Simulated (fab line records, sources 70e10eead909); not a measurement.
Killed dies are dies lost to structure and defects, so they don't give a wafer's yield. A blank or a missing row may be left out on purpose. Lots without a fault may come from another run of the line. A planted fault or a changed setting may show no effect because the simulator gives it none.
Which tool did it? | flow nand_harc | 11 lots, 31 wafers sampled, at 9 steps of a route of 1302

WHAT THE GAUGES READ, wafer by wafer
NHARC_A_ONON_D2_THK_MEAS_34: measures by ellipsometry.
lot  | measured     | on            | thk_nm (nm)
L379 | day 15 19:22 | film_metro-01 | 196 202 202
L378 | day 15 19:22 | film_metro-02 | 198 195 199
L381 | day 17 06:49 | film_metro-02 | 196 200 198
L383 | day 17 20:26 | film_metro-02 | 196 202 199
L382 | day 17 20:39 | film_metro-02 | 198 196 201
L384 | day 18 16:40 | film_metro-02 | 199 199
L387 | day 19 03:16 | film_metro-02 | 196 196
L389 | day 20 04:06 | film_metro-02 | 203 205 205
L392 | day 21 00:25 | film_metro-02 | 200 200 199
L394 | day 22 13:59 | film_metro-01 | 201 200 203
L395 | day 23 01:49 | film_metro-01 | 203 201 206

NHARC_A_CHANNEL_HOLE_D2_CD_MEAS_10: target cd 100 nm.
lot  | measured     | on        | cd_nm (nm)
L379 | day 16 00:16 | cd_sem-01 | 99.9 99.8 100.2
L378 | day 16 00:37 | cd_sem-01 | 100.6 100.3 99.4
L381 | day 17 10:22 | cd_sem-02 | 99.9 100.4 99.7
L383 | day 18 00:31 | cd_sem-01 | 99.5 99.4 99.5
L382 | day 18 00:50 | cd_sem-03 | 99.2 100.4 100.3
L384 | day 18 22:38 | cd_sem-02 | 88.4 99.9
L387 | day 19 09:17 | cd_sem-03 | 89.4 99.8
L389 | day 20 06:46 | cd_sem-02 | 90.2 100.8 100.1
L392 | day 21 03:33 | cd_sem-03 | 99.8 100.6 100.1
L394 | day 22 16:49 | cd_sem-03 | 99.6 100.3 100.2
L395 | day 23 05:22 | cd_sem-02 | 100.6 99.9 100.4

NHARC_A_CHANNEL_HOLE_D2_OVL_MEAS_11.
lot  | measured     | on         | overlay_x_nm (nm) | overlay_y_nm (nm)
L379 | day 16 00:21 | overlay-01 | -0.1 -0.1 0.3     | 1.3 1.3 1.8
L378 | day 16 00:41 | overlay-02 | 0.2 -0.1 0.4      | 1.1 1.1 1.2
L381 | day 17 10:27 | overlay-01 | 1.0 1.3 0.8       | 0.8 0.6 0.4
L383 | day 18 00:35 | overlay-02 | 0.6 0.4 -0.3      | -0.3 -0.1 0.2
L382 | day 18 00:55 | overlay-01 | -1.0 -1.1 -0.4    | 0.9 0.4 1.1
L384 | day 18 22:43 | overlay-01 | 1.0 1.3           | -1.4 -1.0
L387 | day 19 09:22 | overlay-01 | 1.1 0.1           | -1.1 -0.9
L389 | day 20 06:51 | overlay-02 | 0.0 0.3 -0.1      | 0.7 0.7 0.3
L392 | day 21 03:38 | overlay-02 | -1.3 -1.4 -0.9    | 0.0 -0.3 -0.3
L394 | day 22 16:54 | overlay-01 | -0.3 -0.5 0.1     | 0.2 0.1 -0.5
L395 | day 23 05:26 | overlay-02 | -0.3 -0.3 -0.2    | 0.3 1.0 1.2

NHARC_A_CHANNEL_HOLE_D2_CD_MEAS_18.
lot  | measured     | on        | cd_nm (nm)
L379 | day 16 02:03 | cd_sem-03 | 105 105 100
L378 | day 16 01:53 | cd_sem-01 | 96 99 101
L381 | day 17 11:40 | cd_sem-01 | 107 98 109
L383 | day 18 01:47 | cd_sem-03 | 100 101 98
L382 | day 18 02:08 | cd_sem-01 | 99 98 102
L384 | day 19 00:02 | cd_sem-01 | 82 100
L387 | day 19 10:35 | cd_sem-01 | 89 97
L389 | day 20 08:04 | cd_sem-01 | 88 100 103
L392 | day 21 04:51 | cd_sem-02 | 103 99 103
L394 | day 22 18:19 | cd_sem-03 | 93 95 102
L395 | day 23 06:39 | cd_sem-03 | 98 102 104

NHARC_A_CHANNEL_HOLE_D2_CD_MEAS_31.
lot  | measured     | on        | cd_nm (nm)
L379 | day 16 11:31 | cd_sem-01 | 90.0 90.3 89.4
L378 | day 16 08:54 | cd_sem-01 | 88.3 87.3 87.2
L381 | day 17 17:16 | cd_sem-01 | 91.5 88.9 90.5
L383 | day 18 10:01 | cd_sem-03 | 86.2 88.2 88.5
L382 | day 18 12:01 | cd_sem-03 | 88.5 91.5 90.7
L384 | day 19 11:01 | cd_sem-02 | 76.7 91.3
L387 | day 19 16:20 | cd_sem-01 | 77.8 88.2
L389 | day 20 16:09 | cd_sem-01 | 77.7 89.9 88.0
L392 | day 21 10:29 | cd_sem-02 | 85.7 88.4 87.9
L394 | day 23 00:03 | cd_sem-03 | 90.8 90.6 89.2
L395 | day 23 12:48 | cd_sem-01 | 87.9 89.6 89.0

NHARC_END_SORT_01.
lot  | measured     | on        | killed_at_array | killed_at_other | killed_at_periphery | killed_dies | killed_open | killed_short
L379 | day 27 07:18 | prober-02 | 33 33 44        | 0 2 0           | 3 0 1               | 36 35 45    | 1 2 5       | 5 2 1
L378 | day 27 16:41 | prober-02 | 67 78 96        | 1 0 1           | 2 3 7               | 70 81 104   | 2 3 6       | 3 5 1
L381 | day 28 11:56 | prober-02 | 55 49 55        | 0 0 0           | 1 1 2               | 56 50 57    | 5 3 6       | 2 3 3
L383 | day 29 21:07 | prober-02 | 41 34 39        | 0 2 0           | 4 2 2               | 45 38 41    | 5 3 1       | 3 5 1
L382 | day 29 02:26 | prober-01 | 46 37 42        | 0 0 0           | 5 4 5               | 51 41 47    | 3 1 5       | 1 2 2
L384 | day 30 22:23 | prober-02 | 78 60           | 0 0             | 5 6                 | 83 66       | 2 5         | 3 3
L387 | day 30 18:04 | prober-01 | 55 41           | 0 4             | 10 11               | 65 56       | 4 0         | 0 2
L389 | day 31 23:44 | prober-01 | 90 81 70        | 0 2 2           | 4 6 7               | 94 89 79    | 3 3 6       | 3 1 4
L392 | day 32 05:32 | prober-02 | 87 77 94        | 1 1 1           | 4 3 2               | 92 81 97    | 4 5 3       | 6 2 4
L394 | day 33 18:04 | prober-02 | 26 22 26        | 6 1 1           | 2 4 2               | 34 27 29    | 7 5 6       | 2 4 4
L395 | day 34 04:04 | prober-02 | 35 51 41        | 2 1 0           | 1 5 1               | 38 57 42    | 5 6 2       | 5 4 4

WHICH TOOL RAN EACH LOT (tool, then ch and the chambers of the sampled wafers, then the start)
lot  | NHARC_A_CHANNEL_HOLE_D2_PEB_08    | NHARC_A_CHANNEL_HOLE_D2_ETCH_19  | NHARC_A_CHANNEL_HOLE_D2_XSEM_32
L379 | litho_track-04 ch 0, day 16 00:11 | har_etch-01 ch 0,1, day 16 06:02 | xsem-02 ch 0, day 16 11:37
L378 | litho_track-04 ch 0, day 16 00:31 | har_etch-02 ch 0,1, day 16 03:26 | xsem-01 ch 0, day 16 08:59
L381 | litho_track-04 ch 0, day 17 10:17 | har_etch-01 ch 0,1, day 17 11:44 | xsem-01 ch 0, day 17 17:22
L383 | litho_track-01 ch 0, day 18 00:26 | har_etch-01 ch 0,1, day 18 04:32 | xsem-02 ch 0, day 18 10:07
L382 | litho_track-01 ch 0, day 18 00:46 | har_etch-02 ch 0,1, day 18 06:30 | xsem-01 ch 0, day 18 12:06
L384 | litho_track-01 ch 0, day 18 22:34 | har_etch-01 ch 1, day 19 05:29   | xsem-02 ch 0, day 19 11:07
L387 | litho_track-01 ch 0, day 19 09:12 | har_etch-01 ch 0,1, day 19 10:40 | xsem-02 ch 0, day 19 16:26
L389 | litho_track-01 ch 0, day 20 06:41 | har_etch-01 ch 0,1, day 20 10:37 | xsem-02 ch 0, day 20 16:14
L392 | litho_track-04 ch 0, day 21 03:28 | har_etch-01 ch 0,1, day 21 04:57 | xsem-02 ch 0, day 21 10:34
L394 | litho_track-06 ch 0, day 22 16:44 | har_etch-02 ch 0,1, day 22 18:23 | xsem-02 ch 0, day 23 00:08
L395 | litho_track-01 ch 0, day 23 05:16 | har_etch-02 ch 0,1, day 23 07:18 | xsem-01 ch 0, day 23 12:53
- NHARC_A_CHANNEL_HOLE_D2_PEB_08: peb time 65 s.
- NHARC_A_CHANNEL_HOLE_D2_ETCH_19: etches the open film in C4F8/O2/Ar, time 34.5 s.
- NHARC_A_CHANNEL_HOLE_D2_XSEM_32

WHAT THE TOOLS THEMSELVES READ (means of the sampled wafers that have a number; where no wafer has one, the mark that the record gives instead)
NHARC_A_CHANNEL_HOLE_D2_PEB_08.
lot  | tool           | heater_power_total_W (W)
L379 | litho_track-04 | 156.7
L378 | litho_track-04 | 156.7
L381 | litho_track-04 | 156.5
L383 | litho_track-01 | 156.9
L382 | litho_track-01 | 156.6
L384 | litho_track-01 | 173.4
L387 | litho_track-01 | 172.5
L389 | litho_track-01 | 167.8
L392 | litho_track-04 | 156.3
L394 | litho_track-06 | 156.3
L395 | litho_track-01 | 156.6

NHARC_A_CHANNEL_HOLE_D2_ETCH_19.
lot  | tool        | drypump_motor_current_A (A) | mfc_ar_sccm (sccm) | o2_flow_sccm (sccm) | showerhead_plenum_p_Torr (Torr) | throttle_valve_pct (%)
L379 | har_etch-01 | 5.8                         | 376.3              | 96.2                | 3.65                            | 37.042
L378 | har_etch-02 | 5.3                         | 374.9              | 96.1                | 3.69                            | 37.048
L381 | har_etch-01 | 5.8                         | 376.1              | 96.6                | 3.64                            | 37.042
L383 | har_etch-01 | 5.8                         | 376.0              | 96.5                | 3.64                            | 37.034
L382 | har_etch-02 | 5.3                         | 373.3              | 95.8                | 3.82                            | 37.031
L384 | har_etch-01 | 6.1                         | 374.8              | 96.1                | 3.70                            | 37.036
L387 | har_etch-01 | 5.7                         | 375.9              | 96.0                | 3.60                            | 37.033
L389 | har_etch-01 | 5.5                         | 375.4              | 96.0                | 3.55                            | 37.040
L392 | har_etch-01 | 5.8                         | 373.9              | 96.3                | 3.61                            | 37.042
L394 | har_etch-02 | 5.6                         | 376.5              | 96.2                | 3.86                            | 37.029
L395 | har_etch-02 | 5.3                         | 375.1              | 96.3                | 3.78                            | 37.026

NHARC_A_CHANNEL_HOLE_D2_XSEM_32.
lot  | tool    | bot_cd_nm (nm) | bow_nm (nm) | tilt_deg (degrees)
L379 | xsem-02 | 73.8           | 8.63        | 0.09
L378 | xsem-01 | 72.5           | 8.39        | 0.06
L381 | xsem-01 | 74.1           | 8.85        | 0.13
L383 | xsem-02 | 72.1           | 8.85        | 0.07
L382 | xsem-01 | 74.2           | 9.24        | 0.09
L384 | xsem-02 | 68.2           | 8.47        | 0.12
L387 | xsem-02 | 67.5           | 9.00        | 0.07
L389 | xsem-02 | 70.2           | 8.90        | 0.10
L392 | xsem-02 | 72.7           | 8.48        | 0.07
L394 | xsem-02 | 74.7           | 8.57        | 0.03
L395 | xsem-01 | 73.9           | 8.51        | 0.02

THE ANSWER, worked out from the rows above alone
Rule: what is usual is taken from the lots themselves. Put in order of their means at a reading, lots are off if they are a third of the lots or fewer, leave a main group of 4 or more, and stand apart from it by a gap of 3 or more times the standard deviation of the main group's means; of several such gaps the widest counts. A main group whose means are all the same, to the digits that the tables above print for the reading, isn't used. A lot without any number at a reading at which 4 lots or more have one is off too. The other lots that the step has rows for count as sound. The gauges are gone through in route order, then the tools' own readings, and for those a lot's mean is taken as printed above. The first step at which some lot is off is used, and at that step the reading that is off furthest; a lot without a number counts as furthest.
Off: L384, L387, L389, at NHARC_A_CHANNEL_HOLE_D2_CD_MEAS_10 (cd_nm). The main group: mean 100.0 nm, standard deviation 0.23.
A tool fits if, at a process step before that reading, it ran every lot that is off, and no sound lot after the first of them. The gauges at NHARC_A_CHANNEL_HOLE_D2_CD_MEAS_10 aren't tried: what is off there is off at NHARC_A_CHANNEL_HOLE_D2_PEB_08 too, on other tools, and a gauge's error can't cause that. None of those tried fits.

WHAT THE SIMULATOR HAD PUT IN
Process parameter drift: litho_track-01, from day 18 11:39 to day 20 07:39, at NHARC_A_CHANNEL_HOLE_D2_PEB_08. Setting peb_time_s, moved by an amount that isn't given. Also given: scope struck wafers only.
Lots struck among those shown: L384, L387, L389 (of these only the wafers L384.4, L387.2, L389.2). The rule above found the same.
